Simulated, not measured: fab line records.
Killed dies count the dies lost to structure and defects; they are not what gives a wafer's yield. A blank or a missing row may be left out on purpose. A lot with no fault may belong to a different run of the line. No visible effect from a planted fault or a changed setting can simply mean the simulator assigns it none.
Split-lot trial -- flow n5_finfet -- route with 1938 steps; 7 lots, 21 wafers read

## THE SPLIT
At N5_BEOL_M4_EXPOSE_08 (exposes mask M4), the setting dose_mj was moved away from the recipe's 41.25 on 6 of the 21 wafers read, by -4.5% to +7.2%. This setting was run at the recipe's value on the other wafers.

## FROM THE SPLIT TO THE READING: what the file shows between them, 16 steps
- N5_BEOL_M4_PEB_09: peb time 60 s
- N5_BEOL_M4_DEVELOP_10: develop time 30 s
- N5_BEOL_M4_CD_MEAS_11: target cd 16.79 nm
- N5_BEOL_M4_DESCUM_16: chemistry O2, time 7 s
- N5_BEOL_M4_ETCH_74: etches underlayer in N2/H2, target depth 6.5 nm, time 5.2 s
- N5_BEOL_M4_ETCH_63: etches SiARC in CF4, target depth 15.6 nm, time 26 s
- N5_BEOL_M4_ETCH_64: etches SOC in N2/H2, target depth 75 nm, overetch 22.5 nm, time 121.9 s
- N5_BEOL_M4_STRIP_65: strips in N2/H2
- N5_BEOL_M4_STRIP_75: strips in N2/H2
- N5_BEOL_M4_HM_OPEN_17: chemistry Cl2/BCl3, target TiN, target depth 20 nm, overetch 6 nm
- N5_BEOL_M4_STRIP_19: strips in O2
- N5_BEOL_M4_CD_MEAS_18: pitch 36 nm, target cd 18 nm
- N5_BEOL_M4_COAT_67: time 60 s, resist thk 60 nm
- N5_BEOL_M4_COAT_68: time 60 s, resist thk 12 nm
- N5_BEOL_M4_PRECLEAN_42: cleans in residue remover, time 60 s
- N5_BEOL_M4_SRD_43: time 30 s

## THE READING
cd_nm, in nm, at N5_BEOL_M4_CD_MEAS_35 (target cd 18 nm, target cd y 22.4 nm). Typical for fault-free wafers on this fab line: 18.1 nm, with standard deviation 0.41 nm.

wafer,"tool, chamber at the split",dose_mj as run,against the recipe,"cd_nm, nm",against lot-mates on the recipe
L088.3,"euv_scanner-02, 0",41.25,recipe,18.1,-
L088.5,"euv_scanner-02, 0",41.25,recipe,18.3,-
L088.6,"euv_scanner-02, 0",41.25,recipe,18.4,-
L089.2,"euv_scanner-02, 0",41.25,recipe,18.0,-
L089.5,"euv_scanner-02, 0",41.25,recipe,18.1,-
L089.6,"euv_scanner-02, 0",43.02,+4.3%,19.7,+1.6
L090.4,"euv_scanner-01, 0",39.41,-4.5%,16.9,-1.3
L090.5,"euv_scanner-01, 0",41.25,recipe,18.4,-
L090.6,"euv_scanner-01, 0",41.25,recipe,18.0,-
L091.3,"euv_scanner-02, 0",44.23,+7.2%,20.0,+1.7
L091.4,"euv_scanner-02, 0",41.25,recipe,18.0,-
L091.5,"euv_scanner-02, 0",41.25,recipe,18.6,-
L093.3,"euv_scanner-01, 0",41.25,recipe,18.5,-
L093.4,"euv_scanner-01, 0",43.33,+5.0%,19.6,+1.3
L093.5,"euv_scanner-01, 0",41.25,recipe,18.1,-
L092.2,"euv_scanner-01, 0",41.25,recipe,18.3,-
L092.4,"euv_scanner-01, 0",41.25,recipe,17.8,-
L092.5,"euv_scanner-01, 0",41.25,recipe,18.0,-
L094.1,"euv_scanner-01, 0",42.63,+3.3%,19.2,+0.5
L094.5,"euv_scanner-01, 0",42.63,+3.3%,18.6,-0.1
L094.6,"euv_scanner-01, 0",41.25,recipe,18.7,-

FIT RESULTS
A straight line over all 21 wafers: cd_nm changes by +0.267 nm for each +1% of dose_mj; r = +0.93; the points scatter about the line by 0.27 nm.
The same after taking each lot's own level away (the mean of its wafers on the recipe; 21 wafers): +0.244 nm for each +1%; r = +0.89; scatter 0.31 nm.
Per that fit: largest dose_mj move, reading shift of 1.8 nm.
The lots' own levels span 18.03 to 18.70 nm, that is 1.6 times the standard deviation above.
Consequently the slope shifts little with the lot-to-lot level, the two slopes agreeing.
Check: for one of the wafers moved furthest among these (+7.2%), held out of the fit, the line's prediction against its lot-mates is +1.74 nm. It came out at +1.7 nm against them.

## THE WHOLE CHAIN: every reading that the file lists as answering this split, in the file's order
step,what it does,reading,change (the file's fit),r (the file's)
N5_BEOL_M4_CD_MEAS_11,target cd 16.79 nm,cd_nm,+0.215 nm for each +1% of the setting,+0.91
N5_BEOL_M4_ETCH_74,"etches underlayer in N2/H2, target depth 6.5 nm, time 5.2 s","BEOL_M4.cd_offset_nm (the simulator's own value, which no gauge read)",+0.195 nm for each +1% of the setting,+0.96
N5_BEOL_M4_ETCH_63,"etches SiARC in CF4, target depth 15.6 nm, time 26 s","BEOL_M4.cd_offset_nm (the simulator's own value, which no gauge read)",+0.206 nm for each +1% of the setting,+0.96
N5_BEOL_M4_ETCH_64,"etches SOC in N2/H2, target depth 75 nm, overetch 22.5 nm, time 121.9 s","BEOL_M4.cd_offset_nm (the simulator's own value, which no gauge read)",+0.233 nm for each +1% of the setting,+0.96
N5_BEOL_M4_CD_MEAS_18,"pitch 36 nm, target cd 18 nm",cd_nm,+0.227 nm for each +1% of the setting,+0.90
N5_BEOL_M4_CD_MEAS_35,"target cd 18 nm, target cd y 22.4 nm",cd_nm,+0.255 nm for each +1% of the setting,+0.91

## THE FILE'S OWN FIT
cd_nm changes by +0.255 nm for each +1% of dose_mj, r = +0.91.
